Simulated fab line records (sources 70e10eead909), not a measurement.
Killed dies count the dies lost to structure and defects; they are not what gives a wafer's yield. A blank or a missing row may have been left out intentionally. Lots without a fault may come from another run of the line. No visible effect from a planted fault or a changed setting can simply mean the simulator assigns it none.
fab line records	flow nand-harc
[record] lots = 24	wafers = 72	last-day = 33
route steps=1302 shown A_SLIT@942 A_CONTACT@983
lots that met no fault: from a run of the same line without faults
start-h: the number of hours between the record's first day and the start of the first shown wafer of the lot	wait-h: hours elapsed since this lot's preceding step	" identical to the entry in the row above	L1.1+2: one row covering several wafers at once	- either no value or no given start	* or withheld: withheld	< > ~ a bound
route shown NAME@n: names a module that has steps shown in the file, with the first one's number in the route	usual: mean and standard deviation over wafers with no fault	same: alike in all rows	chamber/n: place in a boat	sites: each site's reading	_std_site: standard deviation of those values	_edge_site: outer sites' mean less inner sites'	radius-mm: for every site, how far away it sits from the centre of the wafer	mask NAME#n: copy n	behind: tool/chamber where the wafer was last shaped	hold: cause of the lot's hold/its duration in hours/its outcome	device: the n, p or np transistor that did not switch	end of line: tests run on the same wafers once the route is complete	a step given without rows: its recipe and nothing more	killed: dies that structure and defects cost at the first sort, which is not the same as the wafer's yield	map: the dies of a wafer, with x for killed, . for not killed, _ for no die there
set.NAME: the run value of the setting; set.NAME@STEP: its run value at that earlier step	model.NAME: the simulator's own value behind a step, which no gauge read
steps of the route over a sample of lots; a table a step, a row a wafer
services: when a tool's chamber went out of use (start-h, in hours from the record's first day, below 0 if earlier), for how many hours, and the reason
[[steps]]
[step NHARC_A_SLIT_ETCH_29]
[recipe] target-depth-a = 1000	overetch-a = 100	time-s = 55	ion-energy-ev = 100	cf4-flow-sccm = 80	o2-flow-sccm = 20	ar-flow-sccm = 0	rf-w = 300	bias-w = 100	chemistry = CF4/O2
[usual] chamber-pressure-mTorr = 29.999/0.027	drypump-motor-current-A = 5.9/0.63	oes-product-au = 0.999/0.01	rf-vpp-V = 197.2/1.3	showerhead-plenum-p-Torr = 1.31/0.047	throttle-valve-pct = 13.398/0.0091
lot.wafer	tool	chamber	start-h	wait-h	chamber-pressure-mTorr	drypump-motor-current-A	oes-product-au	rf-hours-counter-h	rf-vpp-V	showerhead-plenum-p-Torr	throttle-valve-pct
L074.2	rie-diel-04	2	453.95	0.1	29.997	5.8	0.994	5	199.7	1.37	13.406
L074.4	"	3	"	"	29.957	6.6	0.980	5	197.5	1.31	13.407
L074.6	"	3	"	"	30.015	6.6	0.982	-	197.4	1.31	13.393
L075.2	rie-diel-09	2	464.99	0.1	29.986	6.4	0.994	10	198.4	1.36	13.399
L075.4	"	3	"	"	29.976	5.2	1.004	10	197.4	1.31	13.404
L075.6	"	1	"	"	29.993	5.4	0.996	-	198.3	1.33	13.390
L076.3	rie-diel-04	0	465.62	0.1	30.033	5.7	0.998	7	198.2	1.34	13.395
L076.2	"	2	"	"	29.989	5.8	0.992	6	200.3	1.37	13.391
L076.5	"	0	"	"	30.012	5.7	0.997	-	198.1	1.34	13.389
L077.4	rie-diel-12	2	480.75	0.1	29.992	6.7	0.999	1	198.1	1.30	13.379
L077.1	"	3	"	"	29.989	5.9	1.006	1	196.4	1.25	13.408
L077.3	"	0	"	"	29.995	6.6	1.011	1	197.1	1.38	13.400
L078.1	rie-diel-12	2	491.45	0.1	29.978	6.7	0.995	2	197.4	1.30	13.392
L078.6	"	2	"	"	29.991	6.7	1.008	-	196.6	1.30	13.409
L078.5	"	3	"	"	30.068	5.9	1.012	-	196.6	1.25	13.388
L079.2	rie-diel-04	3	494.15	0.1	29.941	6.6	0.989	7	196.7	1.31	13.398
L079.5	"	2	"	"	29.951	5.8	1.002	-	198.4	1.38	13.395
L079.6	"	3	"	"	30.024	6.6	0.973	-	196.6	1.31	13.403
L081.3	rie-diel-04	1	527.43	0.1	29.992	5.7	0.994	10	197.7	1.25	13.397
L081.1	"	3	"	"	29.995	6.6	0.987	7	198.4	1.31	13.390
L081.6	"	1	"	"	30.021	5.7	0.993	-	196.2	1.25	13.392
L080.3	rie-diel-09	2	537.71	0.1	30.013	6.3	1.007	0	197.4	1.36	13.405
L080.1	"	3	"	"	29.898	5.2	1.013	0	197.9	1.31	13.390
L080.2	"	0	"	"	30.040	4.9	0.994	1	198.4	1.25	13.389
L082.2	rie-diel-12	3	545.92	0.1	30.003	5.9	1.006	7	196.0	1.25	13.406
L082.4	"	0	"	"	30.006	6.6	1.007	7	198.6	1.38	13.398
L082.6	"	3	"	"	30.020	5.9	1.013	-	196.2	1.25	13.414
L083.4	rie-diel-09	3	546.02	0.1	30.015	5.2	1.006	2	197.5	1.31	13.389
L083.2	"	2	"	"	30.000	6.3	0.997	2	198.5	1.36	13.402
L083.5	"	3	"	"	29.981	5.2	0.997	-	198.2	1.31	13.407
L085.2	rie-diel-04	2	560.09	0.1	29.971	5.8	1.002	1	197.6	1.37	13.402
L085.1	"	0	"	"	30.004	5.6	1.013	1	198.3	1.34	13.406
L085.6	"	3	"	"	30.008	6.6	1.008	-	198.0	1.31	13.400
L084.1	rie-diel-04	3	563.74	0.1	30.010	6.6	1.012	1	198.8	1.31	13.407
L084.3	"	0	"	"	30.009	5.6	1.008	1	197.3	1.34	13.401
L084.6	"	0	"	"	30.027	5.6	1.009	-	198.1	1.34	13.403
L086.4	rie-diel-09	3	571.34	0.1	29.995	5.2	0.996	4	194.4	1.31	13.386
L086.6	"	1	"	"	30.006	5.4	1.016	-	198.1	1.33	13.406
L086.5	"	2	"	"	29.977	6.4	1.002	-	198.9	1.36	13.386
L088.1	rie-diel-12	2	593.87	0.1	29.985	6.7	0.986	10	195.6	1.30	13.405
L088.3	"	3	"	"	30.020	5.9	1.014	9	195.9	1.25	13.384
L088.5	"	1	"	"	29.983	4.7	0.999	-	196.1	1.24	13.392
L090.4	rie-diel-09	3	605.16	0.1	30.030	5.2	1.002	7	194.5	1.30	13.404
L090.1	"	1	"	"	29.974	5.4	1.024	5	198.5	1.33	13.407
L090.6	"	3	"	"	29.980	5.2	0.991	-	197.5	1.30	13.393
L087.3	rie-diel-12	1	605.58	0.1	29.989	4.7	1.005	10	196.1	1.24	13.390
L087.5	"	3	"	"	30.022	5.9	1.013	-	194.3	1.25	13.400
L087.6	"	0	"	"	30.013	6.6	1.009	-	199.6	1.37	13.390
L089.4	rie-diel-04	0	613.17	0.1	30.026	5.7	1.006	4	196.8	1.34	13.388
L089.2	"	2	"	"	29.979	5.7	1.008	5	198.1	1.37	13.417
L089.6	"	1	"	"	29.971	5.7	0.990	-	194.5	1.25	13.401
L091.2	rie-diel-04	0	624.26	0.1	29.968	5.6	1.008	5	198.4	1.34	13.412
L091.6	"	3	"	"	30.034	6.6	1.014	-	196.3	1.31	13.397
L091.5	"	0	"	"	29.996	5.7	0.999	-	198.5	1.34	13.403
L092.3	rie-diel-09	2	628.08	0.1	29.979	6.3	1.015	9	198.1	1.36	13.406
L092.1	"	0	"	"	30.021	4.9	0.998	9	196.0	1.25	13.393
L092.5	"	2	"	"	30.076	6.3	1.014	-	198.1	1.36	13.388
L093.3	rie-diel-04	2	639.70	0.1	29.993	5.8	0.997	7	199.6	1.37	13.413
L093.4	"	1	"	"	30.011	5.7	0.993	-	195.2	1.25	13.391
L093.5	"	3	"	"	29.982	6.6	1.003	-	198.2	1.31	13.393
L094.3	rie-diel-04	3	655.50	0.1	29.967	6.6	0.993	8	197.3	1.31	13.387
L094.5	"	3	"	"	30.000	6.6	0.997	-	196.9	1.31	13.401
L094.6	"	0	"	"	29.972	5.6	1.008	-	198.9	1.34	13.396
L095.2	rie-diel-12	2	655.91	0.6	30.008	6.7	0.984	2	196.5	1.30	13.397
L095.1	"	3	"	"	29.993	5.9	0.993	2	195.3	1.25	13.390
L095.6	"	2	"	"	29.975	6.7	0.985	-	195.8	1.30	13.400
L096.2	rie-diel-12	3	675.18	0.1	29.941	5.9	0.991	2	196.8	1.25	13.395
L096.5	"	1	"	"	30.003	4.7	0.991	-	196.0	1.24	13.401
L096.6	"	2	"	"	29.997	6.7	0.990	-	196.6	1.30	13.391
L097.3	rie-diel-12	3	676.47	0.1	29.993	5.9	0.982	2	197.0	1.25	13.407
L097.4	"	0	"	"	30.006	6.6	0.989	1	199.6	1.37	13.393
L097.6	"	2	"	"	30.002	6.7	0.985	-	197.1	1.30	13.394
[step NHARC_A_CONTACT_DEP_24]
[recipe] target-thk-a = 5000	temp-c = 400	pressure-torr = 6.5	rf-w = 900	teos-flow-sccm = 161.4	flow-sccm = 2650	target-thk-nm = 500	gas = O2	material = SiO2
[usual] heater-power-w = 549/110	throttle-valve-pct = 15.9/0.38
lot.wafer	tool	chamber	start-h	wait-h	heater-power-w	since-wet-clean-h	throttle-valve-pct
L074.2	pecvd-01	2	479.12	0.2	503	155	15.9
L074.6	"	0	"	"	732	-	15.6
L074.4	"	1	"	"	318	-	16.2
L076.2	pecvd-02	1	488.28	0.1	448	67	16.1
L076.3	"	2	"	"	605	67	15.4
L076.5	"	2	"	"	637	-	15.3
L075.2	pecvd-02	1	500.93	0.1	573	80	16.2
L075.4	"	1	"	"	435	-	16.2
L075.6	"	0	"	"	413	-	15.3
L077.1	pecvd-01	0	508.26	0.1	691	3	15.4
L077.3	"	2	"	"	629	3	15.9
L077.4	"	2	"	"	668	-	16.0
L078.1	pecvd-03	1	516.61	0.1	567	138	16.3
L078.6	"	0	"	"	513	-	16.6
L078.5	"	1	"	"	616	-	16.2
L079.2	pecvd-02	2	524.85	0.1	553	104	15.1
L079.6	"	2	"	"	580	-	15.3
L079.5	"	0	"	"	429	-	15.4
L081.1	pecvd-01	0	555.45	0.1	648	51	15.4
L081.3	"	1	"	"	476	51	16.4
L081.6	"	1	"	"	477	-	16.0
L080.3	pecvd-01	0	565.91	0.1	677	61	15.7
L080.1	"	1	"	"	486	61	16.1
L080.2	"	2	"	"	636	61	15.6
L082.2	pecvd-01	2	570.96	0.1	597	66	16.1
L082.6	"	0	"	"	720	-	15.9
L082.4	"	1	"	"	427	-	16.2
L083.2	pecvd-01	1	574.11	0.1	362	69	16.3
L083.5	"	1	"	"	410	-	16.1
L083.4	"	0	"	"	746	-	15.8
L085.2	pecvd-03	0	585.77	0.1	465	26	15.9
L085.1	"	1	"	"	623	26	16.5
L085.6	"	2	"	"	504	-	15.5
L084.1	pecvd-01	1	590.95	0.2	477	86	16.0
L084.3	"	0	"	"	714	86	15.8
L084.6	"	0	"	"	756	-	15.6
L086.6	pecvd-03	1	597.86	0.3	612	-	16.5
L086.4	"	2	"	"	367	-	15.5
L086.5	"	0	"	"	494	-	16.2
L088.3	pecvd-03	2	629.55	0.1	431	70	15.3
L088.1	"	0	"	"	568	70	16.0
L088.5	"	0	"	"	581	-	16.3
L090.1	pecvd-02	1	629.65	0.2	531	28	16.0
L090.4	"	2	"	"	618	-	15.2
L090.6	"	0	"	"	430	-	15.7
L087.3	pecvd-01	2	629.69	0.1	645	125	15.9
L087.6	"	2	"	"	684	-	16.2
L087.5	"	1	"	"	428	-	16.4
L089.2	pecvd-03	2	642.41	0.1	452	82	15.6
L089.4	"	1	"	"	619	-	16.4
L089.6	"	2	"	"	472	-	15.6
L092.3	pecvd-01	0	650.66	0.1	720	146	15.9
L092.1	"	2	"	"	556	146	16.0
L092.5	"	2	"	"	603	-	16.0
L091.2	pecvd-03	1	650.87	0.3	636	91	16.5
L091.6	"	1	"	"	645	-	16.3
L091.5	"	2	"	"	472	-	15.6
L093.3	pecvd-01	2	665.29	0.1	625	160	16.0
L093.4	"	2	"	"	675	-	16.0
L093.5	"	1	"	"	366	-	15.9
L095.2	pecvd-02	2	681.64	0.1	570	80	15.2
L095.1	"	0	"	"	418	80	15.7
L095.6	"	2	"	"	610	-	15.5
L094.3	pecvd-03	1	682.00	0.4	623	-	16.5
L094.5	"	0	"	"	538	-	16.2
L094.6	"	1	"	"	666	-	16.6
L096.2	pecvd-03	0	700.76	0.1	542	141	15.9
L096.6	"	0	"	"	552	-	16.4
L096.5	"	2	"	"	482	-	15.7
L097.3	pecvd-02	1	701.03	0.2	562	99	16.2
L097.6	"	2	"	"	647	-	15.2
L097.4	"	1	"	"	434	-	16.5
[step NHARC_A_CONTACT_DEP_29]
[recipe] target-thk-a = 1000	target-thk-nm = 100	temp-c = 400	pressure-torr = 3.5	flow-sccm = 200	rf-w = 350	material = SiON
[usual] heater-power-w = 742/110
lot.wafer	tool	chamber	start-h	wait-h	heater-power-w	since-wet-clean-h
L074.2	pecvd-02	1	483.92	2.9	700	63
L074.4	"	2	"	"	800	-
L074.6	"	1	"	"	717	-
L076.3	pecvd-02	1	493.10	2.1	679	72
L076.2	"	0	"	"	546	72
L076.5	"	2	"	"	794	-
L075.2	pecvd-02	0	506.14	2.9	594	85
L075.6	"	1	"	"	735	-
L075.4	"	0	"	"	593	-
L077.1	pecvd-01	2	513.18	3.6	790	8
L077.3	"	0	"	"	855	8
L077.4	"	2	"	"	821	-
L078.1	pecvd-02	0	521.39	3.5	505	100
L078.6	"	2	"	"	686	-
L078.5	"	0	"	"	510	-
L079.2	pecvd-01	2	529.64	2.8	880	25
L079.5	"	2	"	"	920	-
L079.6	"	0	"	"	870	-
L081.3	pecvd-01	1	561.94	2.4	638	57
L081.1	"	0	"	"	792	57
L081.6	"	1	"	"	646	-
L080.3	pecvd-03	0	570.71	2.1	756	11
L080.1	"	1	"	"	804	11
L080.2	"	2	"	"	568	11
L082.2	pecvd-03	1	576.90	2.8	758	17
L082.4	"	2	"	"	684	-
L082.6	"	0	"	"	761	-
L083.2	pecvd-01	1	579.09	2.9	625	74
L083.4	"	0	"	"	929	-
L083.5	"	1	"	"	636	-
L085.2	pecvd-03	0	591.44	2.8	709	31
L085.1	"	2	"	"	677	31
L085.6	"	0	"	"	696	-
L084.1	pecvd-01	0	596.00	3.7	904	91
L084.3	"	1	"	"	566	91
L084.6	"	2	"	"	919	-
L086.4	pecvd-01	1	604.17	1.5	628	-
L086.5	"	2	"	"	880	-
L086.6	"	0	"	"	798	-
L088.1	pecvd-03	1	634.41	3.6	795	74
L088.3	"	2	"	"	665	74
L088.5	"	2	"	"	645	-
L090.1	pecvd-03	2	634.64	3.8	636	75
L090.6	"	0	"	"	763	-
L090.4	"	1	"	"	841	-
L087.3	pecvd-01	0	637.47	2.2	912	132
L087.5	"	1	"	"	648	-
L087.6	"	2	"	"	875	-
L089.2	pecvd-01	1	647.27	2.9	628	142
L089.6	"	0	"	"	903	-
L089.4	"	2	"	"	854	-
L092.1	pecvd-02	0	656.49	3.5	555	54
L092.3	"	2	"	"	815	54
L092.5	"	1	"	"	752	-
L091.2	pecvd-01	1	657.38	2.9	618	152
L091.5	"	2	"	"	818	-
L091.6	"	0	"	"	958	-
L093.3	pecvd-03	1	674.17	2.2	837	114
L093.5	"	1	"	"	852	-
L093.4	"	0	"	"	788	-
L095.2	pecvd-01	2	689.33	3.0	796	3
L095.1	"	0	"	"	744	3
L095.6	"	1	"	"	621	-
L094.3	pecvd-02	0	690.07	2.1	617	88
L094.6	"	0	"	"	604	-
L094.5	"	2	"	"	715	-
L096.2	pecvd-03	2	708.20	2.9	545	148
L096.5	"	0	"	"	733	-
L096.6	"	2	"	"	580	-
L097.3	pecvd-01	0	708.35	2.2	864	22
L097.4	"	1	"	"	690	-
L097.6	"	0	"	"	883	-
[step NHARC_A_CONTACT_ETCH_117]
[recipe] source-w = withheld	pressure-mtorr = 20	bias-v = 3000	time-s = 190	target-depth-a = 18500	ar-flow-sccm = withheld	c4f8-flow-sccm = withheld	o2-flow-sccm = withheld	chemistry = C4F8/O2/Ar
[usual] chamber-pressure-mTorr = 19.999/0.019
lot.wafer	tool	chamber	start-h	wait-h	chamber-pressure-mTorr	rf-hours-counter-h
L074.2	har-cap-etch-03	1	487.68	0.1	19.991	39
L074.4	"	0	"	"	19.990	-
L074.6	"	0	"	"	20.001	-
L076.2	har-cap-etch-01	1	496.91	0.1	19.994	128
L076.3	"	0	"	"	19.979	-
L076.5	"	0	"	"	20.010	-
L075.2	har-cap-etch-03	1	509.87	0.1	20.003	47
L075.4	"	1	"	"	20.015	-
L075.6	"	1	"	"	20.006	-
L077.1	har-cap-etch-03	0	516.80	0.1	20.003	49
L077.4	"	0	"	"	20.000	-
L077.3	"	1	"	"	20.014	-
L078.1	har-cap-etch-01	0	526.09	0.1	19.991	2
L078.6	"	1	"	"	20.018	-
L078.5	"	0	"	"	20.004	-
L079.2	har-cap-etch-01	1	533.46	0.1	19.980	5
L079.6	"	0	"	"	20.016	-
L079.5	"	1	"	"	20.006	-
L081.1	har-cap-etch-01	0	565.73	0.1	20.006	9
L081.3	"	0	"	"	20.009	-
L081.6	"	1	"	"	19.983	-
L080.1	har-cap-etch-02	1	574.84	0.1	19.995	98
L080.2	"	0	"	"	19.997	98
L080.3	"	1	"	"	19.995	-
L082.2	har-cap-etch-01	1	580.92	0.1	20.009	11
L082.4	"	0	"	"	20.022	-
L082.6	"	0	"	"	19.998	-
L083.2	har-cap-etch-02	0	582.87	0.1	20.013	101
L083.4	"	1	"	"	20.009	-
L083.5	"	1	"	"	20.005	-
L085.1	har-cap-etch-03	0	595.23	0.1	20.025	61
L085.2	"	1	"	"	19.995	61
L085.6	"	1	"	"	19.998	-
L084.1	har-cap-etch-02	1	599.67	0.1	19.955	104
L084.3	"	0	"	"	20.032	-
L084.6	"	0	"	"	19.987	-
L086.4	har-cap-etch-02	0	608.30	0.1	19.989	-
L086.5	"	0	"	"	19.956	-
L086.6	"	1	"	"	20.033	-
L088.1	har-cap-etch-02	0	638.16	0.2	20.022	111
L088.3	"	1	"	"	19.993	-
L088.5	"	1	"	"	19.997	-
L090.1	har-cap-etch-03	0	638.39	0.1	20.008	67
L090.4	"	0	"	"	20.013	-
L090.6	"	0	"	"	19.991	-
L087.3	har-cap-etch-01	0	641.26	0.1	20.011	-
L087.6	"	1	"	"	20.013	-
L087.5	"	0	"	"	19.985	-
L089.2	har-cap-etch-01	0	651.06	0.1	19.974	25
L089.4	"	1	"	"	20.002	-
L089.6	"	0	"	"	19.982	-
L092.1	har-cap-etch-03	1	660.19	0.1	19.985	73
L092.3	"	0	"	"	19.985	-
L092.5	"	1	"	"	20.025	-
L091.2	har-cap-etch-02	0	661.44	0.1	19.994	116
L091.6	"	0	"	"	19.988	-
L091.5	"	1	"	"	19.996	-
L093.3	har-cap-etch-02	1	677.90	0.1	19.986	-
L093.4	"	0	"	"	19.975	-
L093.5	"	1	"	"	20.037	-
L095.1	har-cap-etch-01	1	693.12	0.1	20.018	33
L095.2	"	0	"	"	19.991	33
L095.6	"	0	"	"	20.022	-
L094.3	har-cap-etch-03	1	693.83	0.1	19.995	-
L094.5	"	0	"	"	20.001	-
L094.6	"	1	"	"	20.015	-
L096.2	har-cap-etch-02	1	711.96	0.1	19.979	126
L096.6	"	0	"	"	19.972	-
L096.5	"	1	"	"	19.987	-
L097.4	har-cap-etch-01	0	712.14	0.1	20.022	-
L097.3	"	1	"	"	20.041	-
L097.6	"	0	"	"	20.003	-
[step NHARC_A_CONTACT_ETCH_96]
[recipe] target-depth-a = 200	over-etch-frac = 0.5	time-s = 10	ion-energy-ev = 250	c4f6-flow-sccm = 25	o2-flow-sccm = 20	ar-flow-sccm = 500	rf-w = 600	bias-w = 500	chemistry = C4F6/O2
[usual] chamber-pressure-mTorr = 29.996/0.027	drypump-motor-current-A = 5.6/0.6	oes-product-au = 0.959/0.025	rf-vpp-V = 548/3.7	showerhead-plenum-p-Torr = 3.99/0.18	throttle-valve-pct = 26.903/0.0078
lot.wafer	tool	chamber	start-h	wait-h	chamber-pressure-mTorr	drypump-motor-current-A	oes-product-au	rf-hours-counter-h	rf-vpp-V	showerhead-plenum-p-Torr	throttle-valve-pct
L074.2	rie-diel-10	2	-	-	30.009	5.1	0.946	22	553	4.21	26.897
L074.4	"	0	"	"	30.021	5.5	0.940	23	549	4.03	26.888
L074.6	"	2	"	"	29.991	5.2	0.939	-	554	4.21	26.909
L076.3	rie-diel-02	3	-	-	29.978	5.3	0.938	29	545	3.88	26.901
L076.2	"	0	"	"	30.010	6.0	0.924	32	543	3.69	26.900
L076.5	"	3	"	"	29.983	5.3	0.943	-	545	3.88	26.910
L075.2	rie-diel-10	0	-	-	29.996	5.5	0.963	28	550	4.03	26.902
L075.4	"	2	"	"	29.982	5.2	0.944	27	554	4.21	26.902
L075.6	"	3	"	"	30.001	6.8	0.963	-	549	4.05	26.906
L077.3	rie-diel-13	2	-	-	30.031	5.7	0.961	32	551	4.12	26.898
L077.1	"	3	"	"	30.022	4.8	0.954	27	542	3.71	26.909
L077.4	"	0	"	"	30.029	5.1	0.962	31	542	3.64	26.898
L078.1	rie-diel-10	3	-	-	30.015	6.8	0.995	29	549	4.05	26.900
L078.6	"	0	"	"	30.002	5.5	0.991	-	548	4.02	26.910
L078.5	"	1	"	"	30.073	6.5	1.001	-	544	3.75	26.898
L079.2	rie-diel-13	1	-	-	30.009	5.7	0.928	3	547	3.98	26.903
L079.6	"	0	"	"	30.008	5.1	0.947	-	552	4.23	26.913
L079.5	"	1	"	"	30.016	5.7	0.922	-	547	3.98	26.901
L081.3	rie-diel-13	0	-	-	30.013	5.1	0.997	5	555	4.22	26.910
L081.1	"	1	"	"	29.945	5.8	0.969	5	549	3.98	26.898
L081.6	"	1	"	"	29.960	5.7	0.967	-	549	3.98	26.905
L080.2	rie-diel-13	1	-	-	29.980	5.7	0.932	7	548	3.98	26.912
L080.1	"	2	"	"	29.936	5.7	0.948	6	550	4.12	26.917
L080.3	"	0	"	"	30.048	5.1	0.935	7	553	4.22	26.904
L082.2	rie-diel-10	2	-	-	29.982	5.1	0.961	60	551	4.19	26.907
L082.4	"	3	"	"	30.023	6.8	0.957	48	548	4.03	26.907
L082.6	"	2	"	"	29.986	5.1	0.960	-	552	4.19	26.876
L083.4	rie-diel-13	3	-	-	29.984	4.8	0.936	10	543	3.70	26.898
L083.2	"	1	"	"	30.037	5.7	0.915	11	548	3.97	26.898
L083.5	"	2	"	"	30.009	5.7	0.921	-	551	4.12	26.914
L085.1	rie-diel-13	3	-	-	29.966	4.8	0.940	13	542	3.70	26.905
L085.2	"	1	"	"	30.025	5.7	0.926	14	548	3.97	26.897
L085.6	"	3	"	"	29.938	4.8	0.940	-	542	3.70	26.912
L084.3	rie-diel-13	0	-	-	30.048	5.1	0.972	13	553	4.22	26.911
L084.1	"	2	"	"	29.990	5.7	0.951	14	550	4.12	26.891
L084.6	"	0	"	"	30.028	5.1	0.970	-	552	4.22	26.891
L086.4	rie-diel-10	1	-	-	29.970	6.5	0.998	0	544	3.73	26.902
L086.5	"	2	"	"	30.015	5.2	0.988	-	553	4.19	26.908
L086.6	"	3	"	"	30.040	6.7	1.001	-	550	4.03	26.899
L090.1	rie-diel-13	1	-	-	30.025	5.7	0.993	22	549	3.97	26.915
L090.4	"	2	"	"	29.995	5.7	1.002	21	551	4.11	26.895
L090.6	"	1	"	"	30.026	5.8	0.986	-	549	3.97	26.899
L088.1	rie-diel-13	3	-	-	29.998	4.8	0.947	20	542	3.69	26.900
L088.3	"	1	"	"	29.982	5.7	0.929	22	549	3.97	26.898
L088.5	"	2	"	"	29.988	5.7	0.962	-	551	4.11	26.903
L087.3	rie-diel-10	2	-	-	29.978	5.1	0.986	15	552	4.18	26.908
L087.5	"	3	"	"	29.995	6.7	1.000	-	548	4.02	26.911
L087.6	"	0	"	"	30.024	5.5	1.005	-	549	4.00	26.902
L089.2	rie-diel-10	0	-	-	29.983	5.5	0.945	12	548	4.00	26.905
L089.4	"	3	"	"	30.012	6.8	0.965	16	549	4.02	26.902
L089.6	"	1	"	"	29.994	6.5	0.940	-	542	3.72	26.904
L092.1	rie-diel-13	3	662.40	0.2	29.966	4.8	0.995	23	541	3.69	26.907
L092.3	"	2	"	"	29.953	5.7	1.004	-	551	4.11	26.904
L092.5	"	2	"	"	29.985	5.7	0.998	-	549	4.11	26.894
L091.2	rie-diel-10	2	-	-	29.965	5.1	0.949	22	551	4.17	26.887
L091.6	"	3	"	"	29.963	6.8	0.955	-	548	4.02	26.914
L091.5	"	0	"	"	30.019	5.5	0.947	-	549	3.99	26.912
L093.4	rie-diel-13	2	-	-	30.013	5.7	0.989	26	550	4.11	26.900
L093.3	"	3	"	"	29.927	4.8	0.993	25	542	3.69	26.901
L093.5	"	1	"	"	30.019	5.8	0.976	-	547	3.96	26.908
L095.1	rie-diel-13	2	-	-	29.979	5.7	0.954	30	551	4.10	26.906
L095.2	"	3	"	"	29.996	4.8	0.939	29	544	3.69	26.913
L095.6	"	1	"	"	30.018	5.7	0.933	-	546	3.96	26.896
L094.3	rie-diel-13	0	-	-	29.987	5.1	0.953	28	553	4.21	26.907
L094.6	"	0	"	"	29.985	5.1	0.960	-	552	4.21	26.902
L094.5	"	1	"	"	30.002	5.7	0.930	-	548	3.96	26.906
L096.2	rie-diel-10	1	-	-	29.982	6.5	0.956	26	542	3.72	26.899
L096.6	"	1	"	"	30.038	6.5	0.957	-	544	3.72	26.917
L096.5	"	2	"	"	29.987	5.1	0.969	-	551	4.16	26.904
L097.4	rie-diel-02	3	-	-	29.998	5.3	0.959	46	545	3.84	26.904
L097.3	"	0	"	"	30.014	6.0	0.931	37	543	3.66	26.907
L097.6	"	3	"	"	30.021	5.3	0.950	-	546	3.84	26.914
[step NHARC_A_CONTACT_ETCH_124]
[recipe] source-w = withheld	pressure-mtorr = 20	bias-v = withheld	time-s = 140	target-depth-a = 7000	ar-flow-sccm = withheld	c4f8-flow-sccm = withheld	o2-flow-sccm = withheld	chemistry = C4F8/O2/Ar
[usual] chamber-pressure-mTorr = 20.002/0.019
lot.wafer	tool	chamber	start-h	wait-h	chamber-pressure-mTorr	rf-hours-counter-h
L074.2	har-cap-etch-02	0	499.71	-	20.021	85
L074.4	"	0	"	"	20.012	-
L074.6	"	1	"	"	20.022	-
L076.2	har-cap-etch-02	0	505.76	-	20.027	86
L076.3	"	0	"	"	20.024	-
L076.5	"	1	"	"	20.038	-
L075.2	har-cap-etch-02	0	518.69	-	20.003	91
L075.4	"	0	"	"	19.986	-
L075.6	"	0	"	"	20.018	-
L077.1	har-cap-etch-03	1	526.31	-	20.008	50
L077.4	"	0	"	"	20.036	-
L077.3	"	1	"	"	19.968	-
L078.1	har-cap-etch-02	0	535.85	-	19.978	94
L078.5	"	0	"	"	20.008	-
L078.6	"	1	"	"	20.011	-
L079.2	har-cap-etch-01	0	542.37	-	20.013	6
L079.6	"	1	"	"	19.988	-
L079.5	"	0	"	"	19.991	-
L081.1	har-cap-etch-03	1	575.21	-	19.973	55
L081.3	"	1	"	"	20.014	-
L081.6	"	1	"	"	19.989	-
L080.2	har-cap-etch-01	1	584.33	-	19.965	12
L080.1	"	0	"	"	20.010	12
L080.3	"	0	"	"	19.997	-
L082.2	har-cap-etch-03	1	589.80	-	20.009	58
L082.4	"	0	"	"	20.012	-
L082.6	"	1	"	"	19.989	-
L083.2	har-cap-etch-01	0	592.85	-	20.008	14
L083.4	"	0	"	"	19.991	-
L083.5	"	1	"	"	19.972	-
L085.2	har-cap-etch-01	1	606.00	-	19.975	17
L085.1	"	0	"	"	19.982	17
L085.6	"	1	"	"	19.993	-
L084.1	har-cap-etch-03	1	611.15	-	20.012	63
L084.3	"	1	"	"	19.985	-
L084.6	"	0	"	"	19.997	-
L086.4	har-cap-etch-02	1	617.22	-	20.024	-
L086.6	"	0	"	"	20.002	-
L086.5	"	1	"	"	19.974	-
L090.1	har-cap-etch-03	0	647.26	-	20.006	69
L090.4	"	1	"	"	20.008	-
L090.6	"	0	"	"	19.996	-
L088.1	har-cap-etch-02	1	647.61	-	19.975	112
L088.3	"	1	"	"	20.010	-
L088.5	"	0	"	"	19.984	-
L087.3	har-cap-etch-03	1	653.02	-	19.998	-
L087.5	"	0	"	"	20.034	-
L087.6	"	1	"	"	20.029	-
L089.2	har-cap-etch-01	0	662.38	-	19.996	28
L089.4	"	0	"	"	19.996	-
L089.6	"	1	"	"	20.021	-
L092.1	har-cap-etch-02	0	669.21	-	20.025	117
L092.3	"	1	"	"	19.998	-
L092.5	"	1	"	"	19.999	-
L091.2	har-cap-etch-01	1	674.03	-	19.996	29
L091.5	"	1	"	"	20.008	-
L091.6	"	0	"	"	20.033	-
L093.3	har-cap-etch-02	1	689.29	-	20.009	-
L093.4	"	0	"	"	19.993	-
L093.5	"	1	"	"	20.010	-
L095.1	har-cap-etch-01	0	701.85	-	20.004	35
L095.2	"	1	"	"	20.024	35
L095.6	"	1	"	"	20.016	-
L094.3	har-cap-etch-03	0	703.95	-	20.018	-
L094.5	"	0	"	"	20.009	-
L094.6	"	1	"	"	20.022	-
L096.2	har-cap-etch-02	1	720.78	-	20.001	127
L096.6	"	1	"	"	19.998	-
L096.5	"	0	"	"	20.006	-
L097.4	har-cap-etch-01	0	720.99	-	20.016	-
L097.3	"	1	"	"	20.021	-
L097.6	"	1	"	"	19.991	-
[[services]]
tool	chamber	start-h	hours	kind
rie-diel-10	1	444.88	5.8	repair
rie-diel-12	-	445.40	9.0	pm
rie-diel-13	0	454.68	5.0	repair
rie-diel-13	0	469.43	4.0	repair
rie-diel-04	-	476.52	1.2	repair
pecvd-02	-	481.12	0.6	repair
har-cap-etch-02	-	489.88	1.1	repair
pecvd-01	-	492.00	13.0	pm
har-cap-etch-01	-	498.43	17.0	pm
rie-diel-13	-	519.10	9.0	pm
rie-diel-04	-	531.90	9.0	pm
pecvd-03	-	547.06	13.0	pm
rie-diel-10	3	562.48	11.0	repair
rie-diel-13	2	568.16	8.0	repair
pecvd-02	-	589.13	13.0	pm
rie-diel-10	-	601.03	9.0	pm
rie-diel-10	0	633.93	1.8	repair
rie-diel-04	0	636.67	14.4	repair
rie-diel-13	-	657.37	2.3	repair
rie-diel-10	1	671.73	10.6	repair
pecvd-01	-	673.00	13.0	pm
pecvd-03	2	678.01	16.4	repair
rie-diel-13	-	696.25	9.0	pm
rie-diel-04	-	708.90	9.0	pm
[[key]]
fault none
